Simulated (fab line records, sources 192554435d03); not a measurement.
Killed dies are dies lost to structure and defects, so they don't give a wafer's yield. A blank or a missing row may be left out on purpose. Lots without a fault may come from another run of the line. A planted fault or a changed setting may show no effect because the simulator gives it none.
Chamber matching | flow n5_finfet | N5_GATE_CUT_PECVD_57 on pecvd-02: 3 sister chambers
The step deposits SiNx from SiH4/NH3/N2, target thk 21 nm. 30 wafers are shown with their chamber, then 12 later ones without.

WAFERS WITH THEIR CHAMBER
wafer  | chamber | throttle_valve_pct (%) | showerhead_plenum_p_Torr (Torr) | heater_power_w (W)
L076.1 | 0       | 38.5                   | 5.16                            | 889
L076.2 | 2       | 37.2                   | 5.14                            | 776
L076.5 | 0       | 38.5                   | 5.16                            | 891
L079.1 | 1       | 40.7                   | 5.10                            | 555
L079.2 | 2       | 37.4                   | 5.14                            | 805
L079.6 | 0       | 38.6                   | 5.16                            | 862
L080.1 | 2       | 37.6                   | 5.15                            | 765
L080.3 | 2       | 37.5                   | 5.14                            | 793
L080.6 | 1       | 40.8                   | 5.10                            | 578
L081.3 | 1       | 41.0                   | 5.10                            | 674
L081.4 | 2       | 37.7                   | 5.13                            | 823
L081.5 | 2       | 37.6                   | 5.13                            | 840
L083.1 | 1       | 41.0                   | 5.11                            | 666
L083.5 | 2       | 37.7                   | 5.13                            | 722
L083.6 | 0       | 38.3                   | 5.16                            | 867
L084.1 | 1       | 40.9                   | 5.11                            | 634
L084.3 | 2       | 37.8                   | 5.14                            | 793
L084.6 | 2       | 37.6                   | 5.13                            | 809
L085.1 | 2       | 37.7                   | 5.13                            | 709
L085.2 | 0       | 38.2                   | 5.15                            | 908
L085.6 | 0       | 38.5                   | 5.18                            | 914
L090.2 | 2       | 37.9                   | 5.14                            | 798
L090.3 | 0       | 38.3                   | 5.18                            | 873
L090.4 | 0       | 38.2                   | 5.16                            | 890
L091.3 | 2       | 37.4                   | 5.14                            | 803
L091.5 | 0       | 38.3                   | 5.16                            | 848
L091.6 | 1       | 40.8                   | 5.11                            | 672
L093.1 | 1       | 40.8                   | 5.11                            | 677
L093.4 | 1       | 40.9                   | 5.10                            | 697
L093.5 | 2       | 37.6                   | 5.12                            | 840

SIGNATURES (means of the wafers above)
reading                  | chamber 0 | chamber 1 | chamber 2 | scatter within a chamber
throttle_valve_pct       | 38.378    | 40.862    | 37.592    | 0.157
showerhead_plenum_p_Torr | 5.1633    | 5.1050    | 5.1354    | 0.00799
heater_power_w           | 882.44    | 644.12    | 790.46    | 39
Rule: a wafer's distance from a chamber is the root of the sum, over the readings, of the square of ((its reading less the chamber's mean) divided by the reading's scatter). The wafer belongs to the nearest chamber; if the next one is less than 2 further off, it can't be placed. The scatter: the root of (the sum of the squares of (reading less its chamber's mean) over the shown wafers, divided by (wafers less chambers)).

WAFERS WITHOUT THEIR CHAMBER
wafer  | throttle_valve_pct (%) | showerhead_plenum_p_Torr (Torr) | heater_power_w (W)
L094.1 | 41.0                   | 5.10                            | 664
L094.5 | 38.2                   | 5.16                            | 775
L094.6 | 41.0                   | 5.11                            | 642
L095.2 | 38.6                   | 5.17                            | 895
L095.3 | 37.8                   | 5.15                            | 735
L095.5 | 37.5                   | 5.13                            | 736
L096.1 | 38.1                   | 5.14                            | 771
L096.3 | 41.1                   | 5.11                            | 614
L096.5 | 37.8                   | 5.14                            | 776
L097.1 | 38.1                   | 5.14                            | 841
L097.2 | 40.9                   | 5.09                            | 600
L097.3 | 38.4                   | 5.18                            | 849

WHICH CHAMBER EACH WENT THROUGH
wafer  | from the rows above     | in truth
L094.1 | 1                       | 1
L094.5 | can't be placed: 0 or 2 | 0
L094.6 | 1                       | 1
L095.2 | 0                       | 0
L095.3 | 2                       | 2
L095.5 | 2                       | 2
L096.1 | can't be placed: 2 or 0 | 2
L096.3 | 1                       | 1
L096.5 | 2                       | 2
L097.1 | can't be placed: 2 or 0 | 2
L097.2 | 1                       | 1
L097.3 | 0                       | 0
Placed correctly: 9 of 12. Can't be placed from these rows: 3 (the true chamber is among the candidates in 3). Placed wrongly: 0.
